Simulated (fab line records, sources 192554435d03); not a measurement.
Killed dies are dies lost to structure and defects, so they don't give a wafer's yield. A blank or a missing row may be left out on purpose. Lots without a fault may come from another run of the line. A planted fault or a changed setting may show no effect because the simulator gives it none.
fab line records | flow n5_finfet
record lots=6 wafers=18 last_day=17
route steps=1938 shown BEOL_M4@1047 PASSIVATION@1936
lots that met no fault: from a run of the same line without faults
start_h: hours from the record's first day to the start of the lot's first wafer shown | wait_h: hours since the lot's step before | " the same as in the row above | L1.1+2: a row that stands for several wafers | - no value, or no start given | * or withheld: withheld | < > ~ a bound
route shown NAME@n: a module of which the file shows steps, and the number in the route of the first | usual: mean/standard deviation of fault-free wafers | same: alike in all rows | chamber/n: place in a boat | sites: the reading at each site | _std_site: their standard deviation | _edge_site: outer sites' mean less inner sites' | radius_mm: how far each site lies from the wafer's centre | mask NAME#n: copy n | behind: the tool/chamber that last shaped the wafer | hold: why the lot was held/for how many hours/how that ended | device: the transistor (n, p or np) that didn't switch | end of line: the same wafers' tests at the end of the route | a step without rows: its recipe alone | killed: dies lost to structure and defects at the first sort, not the wafer's yield | map: a wafer's dies, x killed, . not, _ none there
set.NAME: the setting as run; set.NAME@STEP: as run at that earlier step | model.NAME: the simulator's own value behind a step, which no gauge read
lots at some steps of the route; a table a step, a row a wafer
services: from which hour (start_h, from the record's first day; less than 0 if before it) a tool's chamber was out of use, for how many hours, and why
## steps
# step N5_BEOL_M4_COAT_67
# recipe resist=SOC temp_c=250 time_s=60 spin_rpm=1500 resist_thk_nm=60
# step N5_BEOL_M4_COAT_68
# recipe resist=SiARC temp_c=220 time_s=60 spin_rpm=1500 resist_thk_nm=12
# step N5_BEOL_M4_COAT_76
# recipe resist=underlayer temp_c=205 time_s=60 spin_rpm=1500 resist_thk_nm=5
# step N5_BEOL_M4_COAT_22
# recipe resist=CAR-EUV spin_rpm=1500 resist_thk_nm=30
# step N5_BEOL_M4_EBR_24
# recipe solvent=PGMEA ebr_width_mm=1.5
# step N5_BEOL_M4_SOFTBAKE_23
# recipe temp_c=110 time_s=60 resist=CAR-EUV
# step N5_BEOL_M4_EXPOSE_25
# recipe mask_id=V3 na=0.33 source_shape=quasar sigma_inner=0.2 sigma_outer=0.8 polarization=unpolarized defocus_nm=5 dose_mj=63
# step N5_BEOL_M4_PEB_26
# recipe peb_temp_c=100 peb_time_s=60 resist=CAR-EUV
# step N5_BEOL_M4_DEVELOP_27
# recipe develop_time_s=30 developer=TMAH resist=CAR-EUV rinse_liquid=surfactant_rinse dry=air_spin dev_temp_c=23
# step N5_BEOL_M4_CD_MEAS_28
# recipe target_cd_nm=26.2 landing_energy_ev=500 detector=se_inlens target_cd_y_nm=24.1 polarity=opening
# usual cd_nm=26.16/0.21
# columns lot.wafer tool chamber start_h wait_h cd_nm
L266.2 cd_sem-03 0 157.82 - 26.35
L266.3 " 0 " " 26.11
L266.6 " 0 " " 26.26
L275.4 cd_sem-03 0 209.45 - 26.25
L275.5 " 0 " " 26.05
L275.6 " 0 " " 25.55
L277.1 cd_sem-02 0 231.60 - 26.11
L277.4 " 0 " " 26.30
L277.6 " 0 " " 26.16
L278.1 cd_sem-02 0 233.91 - 25.97
L278.4 " 0 " " 25.87
L278.5 " 0 " " 26.34
L281.1 cd_sem-01 0 263.59 - 26.72
L281.3 " 0 " " 26.33
L281.4 " 0 " " 26.50
L288.3 cd_sem-02 0 291.13 - 26.04
L288.4 " 0 " " 26.15
L288.6 " 0 " " 26.02
# step N5_BEOL_M4_OVL_MEAS_29
# recipe points_per_wafer=522
# usual V3_OVL=0.1/0.87
# columns lot.wafer tool chamber start_h wait_h V3_OVL[nm]
L266.2 overlay-01 0 157.86 0.0 -1.6
L266.3 " 0 " " -0.8
L266.6 " 0 " " -0.9
L275.4 overlay-02 0 209.49 0.0 0.4
L275.5 " 0 " " 0.4
L275.6 " 0 " " 1.3
L277.1 overlay-01 0 231.63 0.0 0.0
L277.4 " 0 " " -0.4
L277.6 " 0 " " -0.7
L278.1 overlay-01 0 233.94 0.0 0.0
L278.4 " 0 " " -1.0
L278.5 " 0 " " 0.8
L281.1 overlay-02 0 263.62 0.0 0.4
L281.3 " 0 " " 0.0
L281.4 " 0 " " 0.6
L288.3 overlay-02 0 291.17 0.0 1.6
L288.4 " 0 " " 0.4
L288.6 " 0 " " 1.5
# step N5_BEOL_M4_INSPECT_30
# recipe mode=adi inspect_instrument=brightfield
# usual raw_defect_count=363/81
# columns lot.wafer tool chamber start_h wait_h raw_defect_count
L266.2 defect_inspect-02 - 157.91 0.0 360
L266.3 " - " " 346
L266.6 " - " " 289
L275.4 defect_inspect-02 - 209.53 0.0 480
L275.5 " - " " 441
L275.6 " - " " 398
L277.1 defect_inspect-01 - 231.69 0.1 407
L277.4 " - " " 372
L277.6 " - " " 401
L278.1 defect_inspect-02 - 233.99 0.1 506
L278.4 " - " " 493
L278.5 " - " " 383
L281.1 defect_inspect-01 - 263.68 0.1 298
L281.3 " - " " 321
L281.4 " - " " 265
L288.3 defect_inspect-01 - 291.22 0.0 375
L288.4 " - " " 335
L288.6 " - " " 414
# step N5_BEOL_M4_DESCUM_33
# recipe chemistry=O2 time_s=7 source_power_w=50 bias_power_w=20 pressure_mtorr=20 rf_frequency_hz=2.712e+07 temp_c=40 resist=CAR-EUV o2_flow_sccm=225
# usual bias_power_w=19.99/0.065 chamber_pressure_mTorr=20.000/0.018 drypump_motor_current_A=5.6/0.55 oes_product_au=0.82/0.083 rf_vpp_V=243.3/1.2 showerhead_plenum_p_Torr=2.11/0.062 throttle_valve_pct=20.35/0.19
# columns lot.wafer tool chamber start_h wait_h bias_power_w chamber_pressure_mTorr drypump_motor_current_A oes_product_au rf_hours_counter_h rf_vpp_V showerhead_plenum_p_Torr throttle_valve_pct model.CAR-EUV_of_BEOL_M4_COAT_22.thk_nm
L266.2 rie_diel-06 2 158.19 0.3 20.18 19.999 6.1 0.87 34 242.5 2.05 20.35 26
L266.3 " 3 " " 19.94 20.023 4.9 0.71 216 241.7 2.07 20.57 26
L266.6 " 3 " " 19.93 20.000 5.0 0.71 - 244.3 2.07 20.57 26
L275.4 rie_diel-04 3 209.57 0.0 20.07 20.007 5.5 0.78 123 245.3 2.10 20.41 26
L275.5 " 3 " " 20.07 20.009 5.5 0.78 - 242.8 2.10 20.43 26
L275.6 " 2 " " 20.02 19.994 5.1 0.89 - 243.5 2.11 20.09 26
L277.1 rie_diel-06 3 231.73 0.0 20.01 20.020 5.0 0.70 246 241.7 2.06 20.62 27.8
L277.4 " 2 " " 19.95 20.040 6.1 0.83 63 242.0 2.04 20.40 26.2
L277.6 " 1 " " 20.06 20.009 5.3 0.88 - 244.5 2.14 20.45 26.2
L278.1 rie_diel-06 3 235.92 1.9 20.09 20.016 5.0 0.69 248 243.1 2.06 20.63 27.6
L278.4 " 1 " " 20.00 19.981 5.3 0.87 30 242.3 2.14 20.44 25.8
L278.5 " 2 " " 20.09 20.003 6.1 0.82 - 241.7 2.04 20.38 26
L281.1 rie_diel-02 2 263.71 0.0 20.05 20.017 4.9 0.78 126 242.2 2.10 20.61 26.2
L281.3 " 3 " " 19.90 19.998 5.9 0.86 63 242.8 2.21 20.19 26.2
L281.4 " 0 " " 20.05 19.979 5.0 0.91 20 244.8 2.23 20.30 26.2
L288.3 rie_diel-02 0 291.27 0.0 20.01 20.017 5.0 0.88 31 244.4 2.22 20.31 26
L288.4 " 1 " " 19.92 20.012 6.7 0.88 56 242.3 2.04 20.32 26
L288.6 " 0 " " 19.99 20.023 5.0 0.88 - 244.4 2.22 20.31 26
# step N5_BEOL_M4_ETCH_77
# recipe chemistry=N2/H2 target=underlayer target_depth_a=65 mask_material=CAR-EUV time_s=5.2 ion_energy_ev=200 pressure_mtorr=30 source_w=840 bias_w=150 n2_flow_sccm=200 h2_flow_sccm=200 ends=cleared
# usual chamber_pressure_mTorr=30.01/0.044 drypump_motor_current_A=5.6/0.55 etch_rf_on_time_s=5.16/0.088 h2_flow_sccm=200.0/0.64 oes_product_au=0.70/0.068 rf_vpp_V=524.3/2.3 showerhead_plenum_p_Torr=2.56/0.075 throttle_valve_pct=17.81/0.21
# columns lot.wafer tool chamber start_h wait_h chamber_pressure_mTorr drypump_motor_current_A etch_rf_on_time_s h2_flow_sccm oes_product_au rf_hours_counter_h rf_vpp_V showerhead_plenum_p_Torr throttle_valve_pct
L266.2 rie_diel-06 2 158.22 0.0 29.97 6.1 5.25 200.4 0.74 34 521.5 2.49 17.76
L266.3 " 3 " " 30.01 5.0 5.34 201.2 0.60 216 523.3 2.53 18.12
L266.6 " 3 " " 30.05 5.0 5.26 200.5 0.61 - 521.7 2.53 18.12
L275.4 rie_diel-04 3 209.60 0.0 30.00 5.5 5.08 199.7 0.66 123 523.0 2.55 17.91
L275.5 " 3 " " 30.10 5.5 5.13 200.0 0.66 - 525.1 2.55 17.89
L275.6 " 2 " " 29.97 5.1 4.97 199.8 0.76 - 524.1 2.57 17.55
L277.1 rie_diel-06 3 231.76 0.0 30.00 5.0 5.21 200.0 0.60 246 523.2 2.51 18.18
L277.4 " 2 " " 30.08 6.1 5.21 199.6 0.70 63 521.6 2.47 17.83
L277.6 " 1 " " 29.98 5.3 5.17 200.6 0.74 - 526.5 2.59 17.80
L278.1 rie_diel-06 3 235.95 0.0 30.03 5.0 5.22 198.7 0.60 248 526.5 2.51 18.16
L278.4 " 1 " " 30.02 5.3 5.24 199.7 0.74 30 527.3 2.59 17.78
L278.5 " 2 " " 29.98 6.1 5.27 200.0 0.69 - 523.5 2.47 17.81
L281.1 rie_diel-02 2 263.74 0.0 29.99 5.0 5.12 198.9 0.67 126 523.2 2.56 18.09
L281.3 " 3 " " 29.99 5.9 5.11 199.7 0.73 63 528.8 2.69 17.69
L281.4 " 0 " " 30.02 5.0 5.31 200.1 0.76 20 529.9 2.71 17.70
L288.3 rie_diel-02 0 291.30 0.0 29.98 5.0 5.26 199.5 0.73 31 529.3 2.70 17.72
L288.4 " 1 " " 29.95 6.7 5.16 199.6 0.75 56 522.3 2.48 17.74
L288.6 " 0 " " 30.04 5.0 5.30 199.0 0.74 - 527.5 2.70 17.71
# step N5_BEOL_M4_ETCH_69
# recipe chemistry=CF4 target=SiARC target_depth_a=156 mask_material=CAR-EUV time_s=26 ion_energy_ev=80 pressure_mtorr=40 source_w=545 bias_w=36 Ar_flow_sccm=100 cf4_flow_sccm=100 ends=cleared
# usual chamber_pressure_mTorr=40.00/0.037 drypump_motor_current_A=5.6/0.55 etch_rf_on_time_s=25.9/0.4 mfc_ar_sccm=100.04/0.3 oes_product_au=0.70/0.07 rf_vpp_V=184.3/1.2 showerhead_plenum_p_Torr=2.16/0.062 throttle_valve_pct=15.53/0.19
# columns lot.wafer tool chamber start_h wait_h chamber_pressure_mTorr drypump_motor_current_A etch_rf_on_time_s mfc_ar_sccm oes_product_au rf_hours_counter_h rf_vpp_V showerhead_plenum_p_Torr throttle_valve_pct
L266.2 rie_diel-06 2 158.24 0.0 39.93 6.1 26.1 100.61 0.74 34 182.7 2.09 15.45
L266.3 " 3 " " 40.00 5.0 26.3 100.16 0.61 216 183.8 2.12 15.82
L266.6 " 3 " " 40.00 5.0 26.4 99.78 0.61 - 183.4 2.12 15.81
L275.4 rie_diel-04 3 209.62 0.0 40.00 5.5 25.6 100.27 0.66 123 183.5 2.15 15.60
L275.5 " 3 " " 40.03 5.5 25.7 100.07 0.67 - 184.6 2.15 15.62
L275.6 " 2 " " 40.01 5.2 25.0 99.70 0.76 - 183.9 2.18 15.33
L277.1 rie_diel-06 3 231.78 0.0 39.96 5.0 26.2 99.88 0.60 246 183.3 2.11 15.86
L277.4 " 2 " " 40.01 6.1 26.6 99.79 0.70 63 182.7 2.08 15.50
L277.6 " 1 " " 40.04 5.3 26.4 100.23 0.75 - 185.0 2.18 15.55
L278.1 rie_diel-06 3 235.97 0.0 40.03 5.0 26.1 99.68 0.60 248 184.7 2.11 15.85
L278.4 " 1 " " 39.93 5.3 26.2 100.66 0.74 30 184.7 2.18 15.53
L278.5 " 2 " " 40.04 6.1 26.3 99.63 0.70 - 182.5 2.08 15.51
L281.1 rie_diel-02 2 263.76 0.0 39.98 4.9 26.0 99.57 0.66 126 183.8 2.14 15.78
L281.3 " 3 " " 39.99 5.9 25.5 99.93 0.74 63 186.0 2.26 15.37
L281.4 " 0 " " 39.97 5.0 26.3 100.01 0.76 20 186.5 2.28 15.48
L288.3 rie_diel-02 0 291.32 0.0 39.97 5.0 26.3 99.89 0.74 31 187.0 2.27 15.49
L288.4 " 1 " " 40.05 6.7 25.8 100.00 0.75 56 181.8 2.08 15.40
L288.6 " 0 " " 40.04 5.0 26.3 99.83 0.75 - 186.5 2.27 15.47
# step N5_BEOL_M4_ALD_98
# recipe material=SiO2 target_thk_a=25 temp_c=100 ald_precursor_family=BDEAS ald_co_reactant=O2-plasma pulse_time_s=1 co_reactant_pulse_time_s=1 purge_time_s=2 co_reactant_purge_time_s=2 ald_cycles=17 pressure_torr=2
# usual heater_power_w=79/7.9 precursor_pulse_height_rel=1.003/0.019
# columns lot.wafer tool chamber start_h wait_h heater_power_w precursor_pulse_height_rel
L266.2 ald_sin-01 0 158.58 0.3 81 0.961
L266.3 " 3 " " 82 1.034
L266.6 " 0 " " 82 1.016
L275.4 ald_sin-02 3 209.74 0.1 68 1.016
L275.5 " 2 " " 77 0.988
L275.6 " 3 " " 69 0.978
L277.1 ald_sin-04 1 231.86 0.1 91 1.040
L277.4 " 0 " " 71 1.023
L277.6 " 0 " " 72 0.995
L278.1 ald_sin-02 3 236.05 0.1 69 0.991
L278.4 " 3 " " 68 1.018
L278.5 " 1 " " 80 1.036
L281.1 ald_sin-04 1 263.84 0.1 91 0.987
L281.3 " 0 " " 71 0.976
L281.4 " 3 " " 83 0.989
L288.3 ald_sin-02 0 291.40 0.1 67 0.996
L288.4 " 1 " " 76 1.008
L288.6 " 1 " " 75 0.992
# step N5_BEOL_M4_ETCHBACK_99
# recipe chemistry=CHF3 target=SiO2 target_depth_a=50 time_s=10.4 source_w=215 bias_w=47 Ar_flow_sccm=200 CHF3_flow_sccm=12 ion_energy_ev=100 pressure_mtorr=30
# usual CHF3_flow_sccm=12.00/0.034 chamber_pressure_mTorr=30.00/0.031 drypump_motor_current_A=5.6/0.52 mfc_ar_sccm=200.0/0.58 oes_f_703_au=0.81/0.079 oes_product_au=0.81/0.086 rf_vpp_V=240.0/2.5 showerhead_plenum_p_Torr=2.15/0.056 throttle_valve_pct=17.00/0.19
# columns lot.wafer tool chamber start_h wait_h CHF3_flow_sccm chamber_pressure_mTorr drypump_motor_current_A mfc_ar_sccm oes_f_703_au oes_product_au rf_hours_counter_h rf_vpp_V showerhead_plenum_p_Torr throttle_valve_pct model.CAR-EUV_of_BEOL_M4_COAT_22.thk_nm
L266.2 rie_diel-02 2 158.74 0.1 11.99 30.03 4.9 200.4 0.81 0.79 98 239.3 2.16 17.16 10.4
L266.3 " 1 " " 12.04 30.02 6.7 200.6 0.93 0.95 18 237.4 2.10 16.80 10.2
L266.6 " 3 " " 12.00 30.00 5.9 200.4 0.90 0.90 - 243.6 2.28 16.73 10.2
L275.4 rie_diel-06 3 228.83 19.0 11.96 30.01 5.0 200.5 0.71 0.69 245 237.4 2.12 17.27 10.4
L275.5 " 2 " " 12.07 30.02 6.1 199.6 0.82 0.82 - 240.2 2.10 17.03 10.4
L275.6 " 1 " " 11.95 30.03 5.3 199.2 0.88 0.87 - 240.5 2.19 17.03 10.4
L277.1 rie_diel-04 0 232.24 0.3 12.03 30.02 6.2 200.3 0.81 0.81 74 244.6 2.19 16.66 12.2
L277.4 " 3 " " 12.02 30.01 5.5 200.2 0.77 0.77 130 244.8 2.17 17.11 10.6
L277.6 " 0 " " 12.00 30.01 6.3 200.0 0.81 0.80 - 244.4 2.19 16.65 10.4
L278.1 rie_diel-06 3 236.37 0.3 12.06 29.99 5.0 199.5 0.71 0.69 248 238.1 2.12 17.29 11.8
L278.4 " 2 " " 11.99 30.03 6.1 200.4 0.81 0.82 66 239.3 2.10 17.03 10
L278.5 " 1 " " 12.04 29.98 5.3 199.5 0.87 0.86 - 240.9 2.19 17.03 10.4
L281.1 rie_diel-04 2 266.37 2.5 12.02 29.95 5.1 199.8 0.86 0.86 76 239.9 2.18 16.86 10.4
L281.3 " 0 " " 11.96 30.04 6.2 199.7 0.79 0.80 89 245.7 2.18 16.69 10.6
L281.4 " 1 " " 12.02 30.01 5.5 200.3 0.70 0.68 233 236.6 2.11 17.22 10.4
L288.3 rie_diel-02 3 292.92 1.5 11.94 29.97 5.9 199.3 0.84 0.85 74 243.5 2.26 16.84 10.2
L288.4 " 2 " " 11.96 30.01 4.9 199.0 0.77 0.77 137 237.9 2.15 17.24 10.4
L288.6 " 1 " " 11.96 30.00 6.7 199.5 0.86 0.87 - 236.6 2.09 16.87 10.2
# step N5_BEOL_M4_ETCH_70
# recipe chemistry=N2/H2 target=SOC target_depth_a=800 overetch_a=240 mask_material=SiARC temp_c=40 time_s=130 ion_energy_ev=200 pressure_mtorr=30 source_w=840 bias_w=150 n2_flow_sccm=200 h2_flow_sccm=200
# usual chamber_pressure_mTorr=30.002/0.028 drypump_motor_current_A=5.6/0.51 h2_flow_sccm=199.9/0.63 oes_product_au=0.60/0.06 rf_vpp_V=524.1/2 showerhead_plenum_p_Torr=2.55/0.065 throttle_valve_pct=17.77/0.22
# columns lot.wafer tool chamber start_h wait_h chamber_pressure_mTorr drypump_motor_current_A h2_flow_sccm oes_product_au rf_hours_counter_h rf_vpp_V showerhead_plenum_p_Torr throttle_valve_pct
L266.2 rie_diel-02 2 158.77 0.0 29.985 5.0 198.7 0.59 98 524.4 2.57 18.03
L266.3 " 1 " " 30.008 6.7 198.3 0.68 18 523.0 2.49 17.63
L266.6 " 3 " " 30.030 5.9 199.7 0.66 - 528.1 2.70 17.57
L275.4 rie_diel-06 3 228.87 0.0 30.011 4.9 199.0 0.52 245 523.5 2.51 18.14
L275.5 " 2 " " 30.022 6.1 199.4 0.60 - 521.3 2.47 17.77
L275.6 " 1 " " 30.028 5.3 200.2 0.65 - 526.5 2.60 17.73
L277.1 rie_diel-04 0 232.28 0.0 30.042 6.3 200.7 0.60 74 525.4 2.57 17.29
L277.4 " 3 " " 29.989 5.5 199.5 0.56 130 523.3 2.55 17.87
L277.6 " 0 " " 29.969 6.2 201.1 0.59 - 524.7 2.57 17.29
L278.1 rie_diel-06 3 236.41 0.0 29.984 5.0 200.9 0.52 248 522.6 2.51 18.14
L278.4 " 2 " " 29.967 6.1 199.9 0.61 66 522.1 2.47 17.77
L278.5 " 1 " " 29.993 5.3 200.0 0.65 - 525.0 2.59 17.75
L281.1 rie_diel-04 2 266.40 0.0 30.014 5.1 199.8 0.62 76 523.5 2.56 17.55
L281.3 " 0 " " 29.989 6.3 200.3 0.59 89 523.1 2.57 17.32
L281.4 " 1 " " 30.047 5.5 199.8 0.51 233 523.1 2.51 18.07
L288.3 rie_diel-02 3 292.95 0.0 30.045 5.9 199.2 0.62 74 528.0 2.69 17.65
L288.4 " 2 " " 29.984 4.9 199.2 0.56 137 525.5 2.55 18.10
L288.6 " 1 " " 29.973 6.7 200.1 0.64 - 521.9 2.48 17.71
# step N5_BEOL_M4_RC_MEAS_101
# usual DIBL_N=36.4/1.4 DIBL_P=36.3/1.5 IOFF_N=0.162/0.023 IOFF_P=0.211/0.027 ION_N=676/9.7 ION_P=463/6.4 SS_N=71.5/0.5 SS_P=73.3/0.6 VT_N=249.3/2.5 VT_P=-249.9/2.8
# columns lot.wafer tool chamber start_h wait_h DIBL_N[mV/V] DIBL_P[mV/V] IOFF_N[nA/um] IOFF_P[nA/um] ION_N[uA/um] ION_P[uA/um] SS_N[mV/dec] SS_P[mV/dec] VT_N[mV] VT_P[mV]
L266.2 prober-02 0 163.38 0.2 37.9 36.3 0.166 0.221 672 468 71.7 73.4 247.0 -250.0
L266.3 " 0 " " 38.3 36.5 0.171 0.229 684 462 71.6 74.2 247.7 -247.8
L266.6 " 0 " " 39.1 37.1 0.184 0.238 674 463 72.3 73.9 248.2 -246.5
L275.4 prober-02 0 233.98 0.5 34.1 34.7 0.121 0.158 662 456 70.8 72.7 254.8 -255.1
L275.5 " 0 " " 35.9 37.0 0.144 0.186 664 454 70.7 73.1 253.9 -253.4
L275.6 " 0 " " 34.7 35.9 0.136 0.174 655 450 71.1 73.4 251.2 -251.5
L277.1 prober-02 0 236.92 0.0 35.9 35.1 0.149 0.162 666 451 71.5 73.8 253.3 -255.3
L277.4 " 0 " " 36.2 36.9 0.171 0.183 673 454 72.1 72.7 249.2 -251.9
L277.6 " 0 " " 36.4 37.2 0.178 0.192 678 458 71.7 73.3 250.8 -252.9
L278.1 prober-02 0 240.94 0.0 38.6 37.2 0.181 0.230 682 461 71.6 73.4 248.0 -250.2
L278.4 " 0 " " 36.0 34.8 0.137 0.196 676 464 71.5 72.2 249.9 -250.9
L278.5 " 0 " " 36.9 35.7 0.142 0.210 671 464 71.4 72.7 251.5 -248.5
L281.1 prober-02 0 271.91 0.0 38.6 38.0 0.176 0.249 680 474 71.5 73.5 247.9 -247.0
L281.3 " 0 " " 38.8 38.8 0.188 0.260 689 470 72.0 73.4 244.4 -246.2
L281.4 " 0 " " 38.8 38.2 0.177 0.236 674 463 72.0 73.6 246.5 -247.9
L288.3 prober-02 0 298.15 0.3 35.3 34.4 0.141 0.193 671 463 70.9 73.1 252.3 -248.1
L288.4 " 0 " " 35.9 34.8 0.142 0.200 669 466 71.2 73.0 250.9 -249.2
L288.6 " 0 " " 36.0 35.2 0.153 0.211 684 468 71.7 73.4 250.1 -249.5
# step N5_PASSIVATION_PROBE_49
# usual defect_limited_yield=91.3/1.3 killed_at_M0_to_M3=33/8.9 killed_at_M4_up=15/5.4 killed_at_contacts=13/5.8 killed_at_front_end=39/9.9 killed_at_other=3.2/2.9 killed_dies=102/15 killed_open=68/12 killed_short=34/7.6 sort_bin_5_function=5.1/0.89 sort_bin_6_memory=3.2/0.63 sort_n_pass=1078/15 sort_yield_pct=91.3/1.3
# same gross_dies=1180 killed_at_back_side=0 sort_bin_4_leakage[%]=0 sort_bin_8_speed[%]=0
# columns lot.wafer tool chamber start_h wait_h defect_limited_yield[%] killed_at_M0_to_M3 killed_at_M4_up killed_at_contacts killed_at_front_end killed_at_other killed_dies killed_open killed_short sort_bin_5_function[%] sort_bin_6_memory[%] sort_n_pass sort_yield_pct[%]
L266.2 prober-01 - 266.64 0.1 91.4 33 14 17 37 0 101 63 38 5.3 3.0 1079 91.4
L266.3 prober-01 - 266.69 0.1 91.0 47 13 10 33 3 106 66 38 5.3 3.4 1074 91.0
L266.6 prober-01 - 266.84 0.3 91.3 30 26 9 34 4 103 68 34 4.2 4.2 1077 91.3
L277.1 prober-01 - 332.55 0.0 90.6 50 11 13 36 1 111 76 34 5.7 3.6 1069 90.6
L277.4 prober-01 - 332.70 0.2 92.8 37 10 5 33 0 85 59 25 4.0 2.9 1095 92.8
L277.6 prober-01 - 332.80 0.3 90.3 42 11 12 45 5 115 83 31 5.4 3.9 1065 90.3
L275.4 prober-01 - 335.24 0.2 91.4 27 16 9 45 5 102 58 44 5.3 3.1 1078 91.4
L275.5 prober-01 - 335.29 0.2 92.3 28 9 8 43 3 91 59 32 4.4 3.0 1089 92.3
L275.6 prober-01 - 335.34 0.3 90.8 26 17 8 45 13 109 73 34 5.2 3.6 1071 90.8
L278.1 prober-02 - 345.26 0.0 91.4 26 9 16 49 1 101 60 37 5.2 2.9 1079 91.4
L281.1 prober-02 - 374.07 0.0 92.2 27 14 14 37 0 92 67 24 4.0 3.4 1088 92.2
L281.3 prober-02 - 374.17 0.1 90.8 32 15 10 50 2 109 69 38 6.0 2.9 1071 90.8
L281.4 prober-02 - 374.22 0.2 92.6 24 6 14 42 1 87 56 31 3.7 3.5 1093 92.6
# killed by level:class
L266.2 MOL_CONTACT_COAG:geometric_particle:open=16 BEOL_M0_SAQP:geometric_particle:short=12 FIN_SAQP:geometric_particle:open=8 BEOL_M0_SAQP:geometric_particle:open=8 FIN_SAQP:geometric_particle:short=7 DUMMY_GATE:geometric_particle:open=5 GATE_CUT:geometric_particle:short=4 BEOL_M1:geometric_particle:open=3
L266.3 BEOL_M0_SAQP:geometric_particle:short=17 BEOL_M2:geometric_particle:open=10 BEOL_M0_SAQP:geometric_particle:open=9 MOL_CONTACT_COAG:geometric_particle:open=8 BEOL_M4:geometric_particle:open=8 BEOL_M3:geometric_particle:open=7 STARTING-WAFER:geometric_particle:short=7 STI_FIN_REVEAL:geometric_particle:open=6
L266.6 BEOL_M0_SAQP:geometric_particle:short=11 FIN_SAQP:geometric_particle:short=9 BEOL_M4:geometric_particle:open=9 MOL_CONTACT_COAG:geometric_particle:open=7 FIN_SAQP:geometric_particle:open=6 BEOL_M2:geometric_particle:open=6 BEOL_M3:geometric_particle:open=5 SPACER0:geometric_particle:open=4
L277.1 BEOL_M3:geometric_particle:open=14 BEOL_M2:geometric_particle:open=10 FIN_SAQP:geometric_particle:short=8 MOL_CONTACT_COAG:geometric_particle:open=8 FIN_SAQP:geometric_particle:open=7 BEOL_M0_SAQP:geometric_particle:open=6 BEOL_M1:geometric_particle:open=6 BEOL_M4:geometric_particle:open=6
L277.4 BEOL_M1:geometric_particle:open=10 BEOL_M3:geometric_particle:open=9 FIN_SAQP:geometric_particle:open=7 STI_FIN_REVEAL:geometric_particle:open=6 FIN_SAQP:geometric_particle:short=5 GATE_CUT:geometric_particle:short=5 BEOL_M0_SAQP:geometric_particle:short=5 BEOL_M2:geometric_particle:open=5
L277.6 STI_FIN_REVEAL:geometric_particle:open=22 BEOL_M2:geometric_particle:open=13 FIN_SAQP:geometric_particle:open=10 MOL_CONTACT_COAG:geometric_particle:open=9 BEOL_M3:geometric_particle:open=9 BEOL_M0_SAQP:geometric_particle:open=8 BEOL_M0_SAQP:geometric_particle:short=6 PAD_METAL:geometric_particle:short=4
L275.4 FIN_SAQP:geometric_particle:open=10 STI_FIN_REVEAL:geometric_particle:open=9 FIN_SAQP:geometric_particle:short=8 MOL_CONTACT_COAG:geometric_particle:open=8 BEOL_M4:geometric_particle:open=8 BEOL_M0_SAQP:geometric_particle:short=7 BEOL_M0_SAQP:geometric_particle:open=5 BEOL_M2:geometric_particle:short=4
L275.5 FIN_SAQP:geometric_particle:open=11 STI_FIN_REVEAL:geometric_particle:open=11 MOL_CONTACT_COAG:geometric_particle:open=7 BEOL_M0_SAQP:geometric_particle:open=7 BEOL_M0_SAQP:geometric_particle:short=6 STI_FIN_REVEAL:geometric_particle:short=5 BEOL_M2:geometric_particle:open=4 FIN_SAQP:geometric_particle:short=3
L275.6 STI_FIN_REVEAL:geometric_particle:open=17 BEOL_M4:geometric_particle:open=11 MOL_CONTACT_COAG:geometric_particle:open=7 FIN_SAQP:geometric_particle:open=6 BEOL_M1:geometric_particle:open=6 FIN_SAQP:geometric_particle:short=4 STI_FIN_REVEAL:geometric_particle:short=4 BEOL_M0_SAQP:geometric_particle:short=4
L278.1 MOL_CONTACT_COAG:geometric_particle:open=13 FIN_SAQP:geometric_particle:short=11 STI_FIN_REVEAL:geometric_particle:open=11 FIN_SAQP:geometric_particle:open=10 GATE_CUT:geometric_particle:short=6 BEOL_M0_SAQP:geometric_particle:short=6 BEOL_M0_SAQP:geometric_particle:open=6 GATE_CUT:geometric_particle:open=5
L281.1 MOL_CONTACT_COAG:geometric_particle:open=13 DUMMY_GATE:geometric_particle:open=8 BEOL_M3:geometric_particle:open=8 STI_FIN_REVEAL:geometric_particle:open=7 BEOL_M0_SAQP:geometric_particle:open=6 FIN_SAQP:geometric_particle:open=5 FIN_SAQP:geometric_particle:short=4 BEOL_M5:geometric_particle:open=4
L281.3 STI_FIN_REVEAL:geometric_particle:open=17 BEOL_M0_SAQP:geometric_particle:short=12 FIN_SAQP:geometric_particle:open=9 BEOL_M0_SAQP:geometric_particle:open=8 FIN_SAQP:geometric_particle:short=6 DUMMY_GATE:geometric_particle:open=6 MOL_CONTACT_COAG:geometric_particle:open=6 BEOL_M3:geometric_particle:open=5
L281.4 FIN_SAQP:geometric_particle:open=11 FIN_SAQP:geometric_particle:short=10 STI_FIN_REVEAL:geometric_particle:open=10 MOL_CONTACT_COAG:geometric_particle:open=10 BEOL_M3:geometric_particle:open=6 BEOL_M0_SAQP:geometric_particle:open=5 BEOL_M1:geometric_particle:open=5 BEOL_M3:geometric_particle:short=4
## services
# columns tool chamber start_h hours kind
ald_sin-02 - 148.61 6.1 pm
rie_diel-06 - 153.59 1.2 repair
rie_diel-02 0 162.16 - clean
rie_diel-06 1 175.24 16.7 repair
ald_sin-01 - 178.65 14.0 pm
ald_sin-04 0 179.12 45.6 repair
rie_diel-02 3 196.56 2.4 repair
ald_sin-01 - 208.46 4.3 pm
rie_diel-02 - 217.41 0.9 repair
rie_diel-02 - 221.67 28.1 pm
ald_sin-02 0 232.86 3.7 repair
rie_diel-06 3 240.20 - clean
rie_diel-06 3 240.20 - consumable_replace:focus_ring
rie_diel-06 3 240.20 19.6 scheduled_down
rie_diel-06 3 240.20 19.6 vent_cycle
ald_sin-02 - 256.40 1.8 repair
ald_sin-04 2 256.42 14.1 repair
ald_sin-02 - 269.31 14.0 pm
ald_sin-01 2 280.01 2.9 repair
rie_diel-04 1 283.96 9.8 repair
rie_diel-06 0 291.93 - clean
rie_diel-06 0 291.93 - consumable_replace:focus_ring
rie_diel-06 0 291.93 14.4 scheduled_down
rie_diel-06 0 291.93 14.4 vent_cycle
## key
first_sign none at tools or gauges
model_effect step=N5_BEOL_M4_DESCUM_33 value=CAR-EUV_of_BEOL_M4_COAT_22.thk_nm without=26 struck=27.7
model_effect step=N5_BEOL_M4_ETCHBACK_99 value=CAR-EUV_of_BEOL_M4_COAT_22.thk_nm without=10.3 struck=12
met_at N5_BEOL_M4_DESCUM_33
struck_wafers L277.1,L278.1
onset_between 158.19 231.73
fault kind=process_parameter_drift tool=rie_diel-06 chamber=- onset_h=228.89 steps=N5_BEOL_M4_DESCUM_33 channel=time_s offset=* shape=step end_h=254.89 scope=struck_wafers_only acts_in=* stated=*
